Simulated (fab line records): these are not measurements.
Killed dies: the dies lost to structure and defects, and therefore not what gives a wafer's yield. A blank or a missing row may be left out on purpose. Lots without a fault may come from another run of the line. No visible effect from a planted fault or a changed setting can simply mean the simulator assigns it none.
Chamber matching | flow nandHarc | NHARC_A_STAIRCASE_ETCH_444 on rieDiel-05 has 4 sister chambers
The step etches the open film in C4F8/O2, target depth 20400 nm, time 6800 s. 4 wafers are shown with their chamber, then 8 later ones without.

## WAFERS PAIRED WITH THEIR CHAMBERS
wafer  | chamber | rfVppV (V)
L084.5 | 2       | 808
L089.2 | 1       | 814
L089.4 | 0       | 808
L090.1 | 3       | 812

## WAFERS WITH NO CHAMBER GIVEN
wafer  | rfVppV (V)
L090.5 | 809
L090.6 | 813
L094.2 | 813
L094.4 | 811
L094.6 | 814
L096.1 | 809
L096.4 | 807
L096.5 | 807

## CHAMBER TAKEN BY EACH
wafer  | from the rows above     | in truth
L090.5 | can't be placed: 0 or 2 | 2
L090.6 | can't be placed: 1 or 3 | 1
L094.2 | can't be placed: 1 or 3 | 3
L094.4 | 3                       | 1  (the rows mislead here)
L094.6 | 1                       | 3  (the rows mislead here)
L096.1 | can't be placed: 0 or 2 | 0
L096.4 | can't be placed: 0 or 2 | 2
L096.5 | can't be placed: 0 or 2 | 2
Correctly placed: 0 of 8. Cannot be placed on the basis of these rows: 6; the candidates contain the true chamber in 6. Wrongly placed: 2.
How it was worked out, from the rows above alone: a wafer's distance from a chamber is the root of the sum, over the readings, of the square of ((its reading less the chamber's mean) divided by the reading's scatter). If the next closest chamber is less than 2 further off than the closest, the wafer can't be placed; otherwise it belongs to the closest. Each chamber's mean is taken over the wafers shown for it. The scatter (one wafer shown for each chamber): square how far every hidden wafer sits from the nearest shown wafer, average those squares and take the square root.
